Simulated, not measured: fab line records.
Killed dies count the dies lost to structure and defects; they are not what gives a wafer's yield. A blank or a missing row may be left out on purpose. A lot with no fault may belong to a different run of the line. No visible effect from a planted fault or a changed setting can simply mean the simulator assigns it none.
A lot that was struck, set against a sound lot || flow nand harc || 14 out of 1302 route steps
Sound: the wafers L425.2, L425.3, L425.5. Struck: wafer L435.4 (L435.1, L435.3, from the same lot, were not struck and are left out); the cause is given at the end.
Per side, at each step with rows, come the tool, then ch with its chambers, and then its first start. Under that, the readings that differ: sound wafers || struck wafers || difference of the means || sigmas: that difference in standard deviations of wafers without a fault.
alike: words and numbers the same on both sides, and readings whose means are apart by under 2 such deviations; not compared: readings that were withheld, readings missing a value for some wafer, numbers with overlapping values and no deviation given by the record, and bounds like >300 which may hide the same value.
Wherever a step has rows on one side only, a row that says differs or no value, or a row with sigmas, the two part there. Numbers that have no deviation but don't overlap get no sigmas and don't part them. A reading that every wafer of one side lacks parts them only if that side has two wafers or more.

NHARC_A_SOURCE_PLATE_THK_MEAS_09: measures by ellipsometry.
  struck on film metro-02, day 12 07:11; sound on film metro-02, day 7 20:36
  alike: thk nm
then, 3 steps without rows for these wafers: NHARC_A_SOURCE_PLATE_PVD_04 (deposits WSi2, target thk 50 nm); NHARC_A_SOURCE_PLATE_CVD_03 (deposits poly-Si, target thk 200 nm, time 4000 s); NHARC_A_SOURCE_PLATE_ANNEAL_05 (time 1800 s).
NHARC_A_SOURCE_PLATE_THK_MEAS_06: measures by ellipsometry.
  struck on film metro-01, day 12 22:24; sound on film metro-01, day 8 09:38
  alike: thk nm
NHARC_A_SOURCE_PLATE_INSPECT_08:
  struck on defect inspect-01, day 12 22:28; sound on defect inspect-02, day 8 09:45
  alike: raw defect count
then, 1 step without rows for these wafers: NHARC_A_ONON_D1_DEP_00 (target thk 1000 nm).
NHARC_A_ONON_D1_THK_MEAS_02: measures by ellipsometry.
  struck on film metro-02, day 12 23:02; sound on film metro-01, day 8 10:20
{"reading": "thk nm (nm)", "sound": "1009 1007 1009", "struck": 985, "difference": -23, "sigmas": -3}
then, 1 step without rows for these wafers: NHARC_A_ONON_D1_DEP_03 (target thk 1000 nm).
NHARC_A_ONON_D1_THK_MEAS_05: measures by ellipsometry.
  struck on film metro-02, day 12 23:37; sound on film metro-02, day 8 10:54
  alike: thk nm
NHARC_A_ONON_D1_DEP_06: target thk 1000 nm.
  sound on pecvd onon-02 ch 0, day 8 11:01; struck on pecvd onon-02 ch 0, day 12 23:40
NHARC_A_ONON_D1_THK_MEAS_08: measures by ellipsometry.
  struck on film metro-02, day 13 00:11; sound on film metro-02, day 8 11:28
{"reading": "thk nm (nm)", "sound": "996 995 995", "struck": 731, "difference": -264, "sigmas": -20}
then, 1 step without rows for these wafers: NHARC_A_ONON_D1_DEP_09 (target thk 1000 nm).
-- the record jumps here: 16 days lie between the struck wafers' starts before and after (it left off in module A_ONON_D1 and takes up again in module END, whose first step shown is number 1302 of the route) --
NHARC_END_SORT_01:
  at this point the record logs the struck wafers (prober-01 ch 0, day 29 11:23) and has no rows for the sound ones

## WHERE THEY PART
At NHARC_A_ONON_D1_THK_MEAS_02 first; at NHARC_END_SORT_01 last (within this record only).

WHY: the cause the simulator had injected
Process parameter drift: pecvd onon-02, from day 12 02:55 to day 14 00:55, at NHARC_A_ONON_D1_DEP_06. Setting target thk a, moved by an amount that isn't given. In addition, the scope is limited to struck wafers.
